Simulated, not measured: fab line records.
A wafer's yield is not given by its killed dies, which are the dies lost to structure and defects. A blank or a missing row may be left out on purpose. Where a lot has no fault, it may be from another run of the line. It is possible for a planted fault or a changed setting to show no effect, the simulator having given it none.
2 desks looking at one fault    flow n5_finfet    each desk holds nothing but its own numbers, with what lay behind them at the end

METROLOGY DESK
What the gauges read, lot by lot, whatever tool the lot ran on: means of the sampled wafers that have a number. Any lot whose mean is over 4 standard deviations away from the usual mean is out of limits and marked OUT; that distance is given in the brackets. 7 of its 12 readings are shown, namely those furthest out on some lot.
Columns: A = DIBL_N at N5_BEOL_M4_RC_MEAS_101, usual 36.3 mV/V; B = IOFF_P at N5_BEOL_M4_RC_MEAS_101, usual 0.211 nA/um; C = ION_N at N5_BEOL_M4_RC_MEAS_101, usual 676 uA/um; D = ION_P at N5_BEOL_M4_RC_MEAS_101, usual 463 uA/um; E = SS_N at N5_BEOL_M4_RC_MEAS_101, usual 71.4 mV/dec; F = SS_P at N5_BEOL_M4_RC_MEAS_101, usual 73.3 mV/dec; G = VT_P at N5_BEOL_M4_RC_MEAS_101, usual -250.1 mV
lot   first seen here  A     B      C    D    E     F     G
L114  day 4 15:44      35.3  0.199  674  460  71.3  72.7  -250.3
L115  day 4 20:04      37.4  0.227  674  466  71.4  74.1  -246.5
L116  day 5 02:58      36.7  0.200  683  463  71.1  72.6  -252.1
L118  day 5 14:55      38.2  0.221  672  466  71.6  73.4  -250.3
L120  day 6 02:01      35.5  0.214  679  462  70.7  73.3  -250.3
L122  day 6 15:42      35.9  0.191  674  461  71.1  73.0  -249.3
L127  day 7 19:55      37.7  0.265  687  473  71.7  73.7  -245.0
L133  day 9 07:49      35.1  0.212  670  464  70.9  73.3  -249.7
L134  day 9 19:41      36.7  0.235  683  469  71.9  73.9  -248.5
L135  day 9 19:49      36.3  0.210  669  459  71.4  73.8  -250.1
This desk's verdict: no lot among the 10 shows anything out of limits.

AT THE TOOL OWNER'S DESK: litho_track-02
The tool's own readings at N5_HKMG_FIN_COAT_85 (time 60 s, resist thk 300 nm): means of the sampled wafers that have a number, for each lot that ran on this tool. Any lot whose mean is over 4 standard deviations away from the usual mean is out of limits and marked OUT; that distance is given in the brackets.
Columns: A = resist_line_temp_C at N5_HKMG_FIN_COAT_85, usual 23.01 C; B = spin_speed_rpm at N5_HKMG_FIN_COAT_85, usual 1500.0 rpm
lot   first seen here  A      B
L115  day 4 22:10      23.09  1500.3
L120  day 6 04:47      22.86  1499.4
L122  day 6 17:47      23.06  1462.3 (-34) OUT
L127  day 7 22:08      23.13  1461.4 (-35) OUT
Finding of this desk: L122, L127 out of limits; the first was L122 at day 6 17:47, on spin_speed_rpm at N5_HKMG_FIN_COAT_85. L115, L120: within limits.

TAKEN TOGETHER
The tool owner's desk could have raised an alarm at day 6 17:47, on L122, L127.
At the metrology desk, nothing out of limits was observed.
The metrology desk has L122, L127 on record, within its limits.
On litho_track-02, each named lot ran N5_HKMG_FIN_COAT_85.

WHAT THE SIMULATOR HAD INSERTED
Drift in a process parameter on litho_track-02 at N5_HKMG_FIN_COAT_85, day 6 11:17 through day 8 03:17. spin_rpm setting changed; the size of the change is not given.
Shown lots that were struck: L122, L127.
How many hours passed from the start of the fault until each desk's first out-of-limits reading: the tool owner's desk, 7.
